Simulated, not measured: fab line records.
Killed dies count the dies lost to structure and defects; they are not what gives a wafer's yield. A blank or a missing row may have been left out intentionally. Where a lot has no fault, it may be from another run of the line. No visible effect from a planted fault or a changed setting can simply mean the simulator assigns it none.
Which tool is to blame? | flow nand-harc | 14 lots, 40 wafers sampled, at 4 steps of a route of 1302

WHAT THE GAUGES READ, wafer by wafer
NHARC_A_SOURCE_PLATE_INSPECT_08.
lot  | measured     | on                | raw-defect-count
L562 | day 7 22:52  | defect-inspect-02 | 44 57 31
L563 | day 8 01:52  | defect-inspect-01 | 88 84 103
L564 | day 8 09:22  | defect-inspect-02 | 87 76 77
L565 | day 9 00:06  | defect-inspect-01 | 48 77 80
L566 | day 9 08:11  | defect-inspect-02 | 39 43 40
L571 | day 11 13:49 | defect-inspect-01 | 37 40
L574 | day 12 16:41 | defect-inspect-02 | 70 99 96
L573 | day 12 16:41 | defect-inspect-01 | 86 35
L577 | day 14 11:34 | defect-inspect-01 | 91 49 54
L579 | day 14 18:16 | defect-inspect-01 | 47 65 48
L581 | day 15 16:39 | defect-inspect-02 | 62 57 62
L582 | day 16 02:10 | defect-inspect-01 | 68 34 94
L584 | day 16 22:04 | defect-inspect-02 | 63 60 89
L583 | day 16 22:04 | defect-inspect-02 | 41 35 37

NHARC_A_ONON_D1_THK_MEAS_02: measures by ellipsometry.
lot  | measured     | on            | thk-nm (nm)
L562 | day 7 23:27  | film-metro-01 | 994 993 994
L563 | day 8 02:26  | film-metro-01 | 1003 1003 1005
L564 | day 8 09:57  | film-metro-02 | 1002 1002 1003
L565 | day 9 00:40  | film-metro-01 | 991 991 993
L566 | day 9 08:46  | film-metro-02 | 1004 1006 1008
L571 | day 11 14:23 | film-metro-01 | 1019 1021
L574 | day 12 17:16 | film-metro-01 | 989 988 988
L573 | day 12 17:16 | film-metro-02 | 991 990
L577 | day 14 12:08 | film-metro-01 | 1009 1007 1009
L579 | day 14 18:51 | film-metro-02 | 1010 1010 1012
L581 | day 15 17:13 | film-metro-01 | 984 983 984
L582 | day 16 02:44 | film-metro-01 | 1000 1000 998
L584 | day 16 22:38 | film-metro-01 | 997 997 995
L583 | day 16 22:39 | film-metro-01 | 997 997 998

NHARC_A_ONON_D1_THK_MEAS_11: measures by ellipsometry.
lot  | measured     | on            | thk-nm (nm)
L562 | day 8 01:08  | film-metro-02 | 991 991 991
L563 | day 8 04:08  | film-metro-02 | 996 995 997
L564 | day 8 11:47  | film-metro-02 | 990 990 991
L565 | day 9 02:23  | film-metro-02 | 994 993 994
L566 | day 9 10:28  | film-metro-02 | 1006 1006 1006
L571 | day 11 16:05 | film-metro-01 | 987 936
L574 | day 12 18:58 | film-metro-02 | 998 997 996
L573 | day 12 19:05 | film-metro-01 | 941 940
L577 | day 14 13:51 | film-metro-02 | 1023 1021 1022
L579 | day 14 20:32 | film-metro-02 | 1009 1012 1012
L581 | day 15 18:55 | film-metro-01 | 993 992 991
L582 | day 16 04:26 | film-metro-01 | 1012 1012 1013
L584 | day 17 00:20 | film-metro-01 | 999 998 997
L583 | day 17 00:21 | film-metro-01 | 1007 1004 1005

TOOL THAT RAN EACH LOT (tool first, then ch and the chambers of the sampled wafers, then the start)
lot  | NHARC_A_ONON_D1_DEP_09
L562 | pecvd-onon-01 ch 0, day 8 00:38
L563 | pecvd-onon-03 ch 0, day 8 03:37
L564 | pecvd-onon-03 ch 0, day 8 11:17
L565 | pecvd-onon-01 ch 0, day 9 01:56
L566 | pecvd-onon-01 ch 0, day 9 10:01
L571 | pecvd-onon-03 ch 0, day 11 15:38
L574 | pecvd-onon-01 ch 0, day 12 18:34
L573 | pecvd-onon-03 ch 0, day 12 18:41
L577 | pecvd-onon-04 ch 0, day 14 13:23
L579 | pecvd-onon-01 ch 0, day 14 20:02
L581 | pecvd-onon-01 ch 0, day 15 18:25
L582 | pecvd-onon-01 ch 0, day 16 03:59
L584 | pecvd-onon-04 ch 0, day 16 23:50
L583 | pecvd-onon-01 ch 0, day 16 23:50
- NHARC_A_ONON_D1_DEP_09: target thk 1000 nm.

AS READ BY THE TOOLS THEMSELVES (means over the sampled wafers that have a number; for cases with no such wafer, the mark the record gives instead)
NHARC_A_ONON_D1_DEP_09.
lot  | tool          | n2o-flow-sccm (sccm)
L562 | pecvd-onon-01 | 1998
L563 | pecvd-onon-03 | 1995
L564 | pecvd-onon-03 | 1995
L565 | pecvd-onon-01 | 2003
L566 | pecvd-onon-01 | 1999
L571 | pecvd-onon-03 | 1994
L574 | pecvd-onon-01 | 1999
L573 | pecvd-onon-03 | 2000
L577 | pecvd-onon-04 | 1998
L579 | pecvd-onon-01 | 1999
L581 | pecvd-onon-01 | 1999
L582 | pecvd-onon-01 | 2005
L584 | pecvd-onon-04 | 1998
L583 | pecvd-onon-01 | 1994

THE ANSWER, worked out from the rows above alone
Rule: the lots themselves supply what counts as usual. Put in order of their means at a reading, lots are off if they are a third of the lots or fewer, leave a main group of 4 or more, and stand apart from it by a gap of 3 or more times the standard deviation of the main group's means; of several such gaps the widest counts. The tables above print the reading to a certain number of digits; a main group whose means all agree to those digits is not used. A lot without any number at a reading at which 4 lots or more have one is off too. The other lots that the step has rows for count as sound. First the gauges in route order, then the tools' own readings, where a lot's mean is used as printed above. At the first step where some lot is off, the reading lying furthest off is the one used; lots without a number count as furthest.
None of the lots is off at any reading shown; this tells nothing.

WHAT THE SIMULATOR HAD INSERTED
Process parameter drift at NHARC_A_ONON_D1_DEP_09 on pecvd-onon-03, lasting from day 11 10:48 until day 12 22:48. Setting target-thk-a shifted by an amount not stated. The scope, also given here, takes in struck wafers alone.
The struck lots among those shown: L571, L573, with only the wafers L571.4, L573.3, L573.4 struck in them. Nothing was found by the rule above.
